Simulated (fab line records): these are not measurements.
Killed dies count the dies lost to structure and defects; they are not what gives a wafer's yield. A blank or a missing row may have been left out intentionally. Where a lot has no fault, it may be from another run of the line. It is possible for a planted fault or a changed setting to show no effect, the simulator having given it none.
Tool commonality check -- flow nand-harc -- Lots sampled 7, wafers sampled 21

REASON FOR OPENING
On 2 of the 7 lots, a flag is raised at NHARC_END_SORT_01 on the reading killed-at-array. Fault-free wafers read 29, with a standard deviation of 10.
Rule: a lot gets a flag if all its wafers with a number sit over 4 standard deviations from that mean, or if no wafer of it has a number. The rest of the lots are taken to be sound.

lot,measured,on,"killed-at-array, wafer by wafer",flag
L755,day 20 09:56,prober-01,17 27 21,
L760,day 21 03:55,prober-01,21 27 30,
L757,day 21 04:43,prober-02,17 20 26,
L762,day 22 10:23,prober-01,41 41 32,
L765,day 23 17:18,prober-01,46 37 44,
L771,day 24 11:55,prober-01,103 101 101,FLAGGED
L772,day 24 15:05,prober-02,112 96 105,FLAGGED
Average over the flagged lots: 103; offset from the usual +74, equal to +7 standard deviations.

WHICH TOOL EACH LOT WENT THROUGH
Before the reading, the record contains 2 process steps out of a 1159-step route. In each cell: the tool, then ch and the chambers that the sampled wafers went through, then the start.
lot,flag,NHARC_A_CONTACT_CVD_19,NHARC_THIN_TSV_DESCUM_14
L755,,"cvd-w-02 ch 0,1, day 17 22:55","rie-diel-03 ch 0,1, day 19 08:14"
L760,,"cvd-w-01 ch 0,1, day 19 08:09","rie-diel-03 ch 1,2, day 20 15:05"
L757,,"cvd-w-01 ch 0,1, day 18 21:49","rie-diel-03 ch 1,2, day 20 10:49"
L762,,"cvd-w-01 ch 0,1, day 20 08:06","rie-diel-06 ch 0,1,3, day 21 13:33"
L765,,"cvd-w-02 ch 0,1, day 20 21:57","rie-diel-04 ch 1,2,3, day 22 16:50"
L771,FLAGGED,"cvd-w-02 ch 0,1, day 22 07:07","rie-diel-04 ch 0,3, day 23 17:37"
L772,FLAGGED,"cvd-w-02 ch 0,1, day 22 04:22","rie-diel-03 ch 0,1,3, day 23 18:49"
What these steps do:
- NHARC_A_CONTACT_CVD_19: deposits W, target thk 300 nm, time 802 s.
- NHARC_THIN_TSV_DESCUM_14: chemistry O2, time 3 s.
- NHARC_END_SORT_01

FLAGGED OVER TOTAL, TOOL BY TOOL (the gauges that took the reading come last)
step,tool,lots run,flagged,share of the flagged lots,sound lots run after its first flagged lot
NHARC_A_CONTACT_CVD_19,cvd-w-01,3,0,none,-
NHARC_A_CONTACT_CVD_19,cvd-w-02,4,2,all,0
NHARC_THIN_TSV_DESCUM_14,rie-diel-03,4,1,some,0
NHARC_THIN_TSV_DESCUM_14,rie-diel-04,2,1,some,0
NHARC_THIN_TSV_DESCUM_14,rie-diel-06,1,0,none,-
NHARC_END_SORT_01,prober-01,5,1,some,0
NHARC_END_SORT_01,prober-02,2,1,some,0

WHAT IS ALLOWED BY THE TABLE
Rows of the table that ran each flagged lot: 1, that is cvd-w-02 at NHARC_A_CONTACT_CVD_19.
- cvd-w-02 at NHARC_A_CONTACT_CVD_19: 2 of its 4 lots flagged. Last sound lot L765 at day 20 21:57, first flagged lot L772 at day 22 04:22; a fault beginning in between fits.
Left over: one tool, cvd-w-02 at NHARC_A_CONTACT_CVD_19.

WHAT HAD BEEN PUT IN BY THE SIMULATOR
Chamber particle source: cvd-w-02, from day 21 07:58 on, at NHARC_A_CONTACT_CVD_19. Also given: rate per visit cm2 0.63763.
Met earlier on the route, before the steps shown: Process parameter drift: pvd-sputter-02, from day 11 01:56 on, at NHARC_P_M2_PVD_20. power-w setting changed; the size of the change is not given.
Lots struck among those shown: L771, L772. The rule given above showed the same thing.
